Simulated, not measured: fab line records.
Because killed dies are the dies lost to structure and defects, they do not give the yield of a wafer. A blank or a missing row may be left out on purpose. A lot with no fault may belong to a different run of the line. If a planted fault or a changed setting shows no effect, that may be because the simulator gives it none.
Which tool was responsible? | flow nand harc | 12 lots with 36 wafers sampled at 3 steps, on a route of 1302 steps

## WHAT THE GAUGES READ, wafer by wafer
NHARC_P_GATE_INSPECT_28.
lot  | measured     | on                | raw defect count
L075 | day 5 07:08  | defect inspect-02 | 5 8 5
L077 | day 6 07:58  | defect inspect-01 | 7 7 7
L079 | day 7 02:20  | defect inspect-02 | 3 4 5
L081 | day 8 02:52  | defect inspect-01 | 6 2 3
L083 | day 9 09:35  | defect inspect-01 | 7 7 10
L085 | day 9 17:55  | defect inspect-01 | 5 11 4
L087 | day 10 13:10 | defect inspect-02 | 0 5 3
L089 | day 11 12:07 | defect inspect-02 | 10 7 4
L091 | day 12 04:02 | defect inspect-02 | 5 9 4
L093 | day 13 06:18 | defect inspect-02 | 9 2 11
L095 | day 13 22:25 | defect inspect-01 | 13 5 6
L097 | day 14 17:48 | defect inspect-02 | 5 12 5

## WHAT TOOL EACH LOT RAN ON (gives the tool, then ch and the chambers of the sampled wafers, and finally the start)
lot  | NHARC_P_STI_ETCH_31                           | NHARC_P_GATE_DEP_103
L075 | rie diel-10 ch 1,2, day 5 06:18 or earlier    | pecvd-02 ch 0,1, day 5 06:18
L077 | rie diel-04 ch 0,1,3, day 6 07:10 or earlier  | pecvd-03 ch 0,2, day 6 07:10
L079 | rie diel-04 ch 0,1,3, day 7 01:34 or earlier  | pecvd-04 ch 0,1,2, day 7 01:34
L081 | rie diel-10 ch 0,1, day 8 02:05 or earlier    | pecvd-04 ch 1,2, day 8 02:05
L083 | rie diel-10 ch 0,2, day 9 08:54 or earlier    | pecvd-04 ch 0,1,2, day 9 08:54
L085 | rie diel-10 ch 1,3, day 9 17:14 or earlier    | pecvd-03 ch 0,1,2, day 9 17:14
L087 | rie diel-10 ch 0,1, day 10 12:22 or earlier   | pecvd-04 ch 1,2, day 10 12:22
L089 | rie diel-04 ch 0,1, day 11 11:28 or earlier   | pecvd-04 ch 0,1, day 11 11:28
L091 | rie diel-04 ch 2,3, day 12 03:16 or earlier   | pecvd-04 ch 1,2, day 12 03:16
L093 | rie diel-10 ch 1,2,3, day 13 05:40 or earlier | pecvd-04 ch 0,1,2, day 13 05:40
L095 | rie diel-13 ch 0,1,3, day 13 21:43 or earlier | pecvd-04 ch 0,1,2, day 13 21:43
L097 | rie diel-10 ch 0,1,2, day 14 17:05 or earlier | pecvd-02 ch 0,1,2, day 14 17:05
- NHARC_P_STI_ETCH_31: etches the open film in CF4/CHF3, target depth 108.9 nm, time 54.5 s.
- NHARC_P_GATE_DEP_103: deposits SiON, target thk 30 nm.

## THE ANSWER, worked out from the rows above alone
Rule: usual is defined by the lots themselves. The widest of any qualifying gaps counts: lots, ordered by their means at a reading, are off when they make up no more than a third of the lots, leave a main group of 4 or more, and stand apart from it by 3 or more times the standard deviation of that group's means. A main group is skipped when, at the precision printed for the reading in the tables above, its means are all equal. Also off: a lot with no number at a reading for which 4 or more lots have one. Any other lot the step has rows for is counted as sound.
Across all readings shown, no lot is off: no conclusion can be drawn from this.

## WHAT THE SIMULATOR HAD INSERTED
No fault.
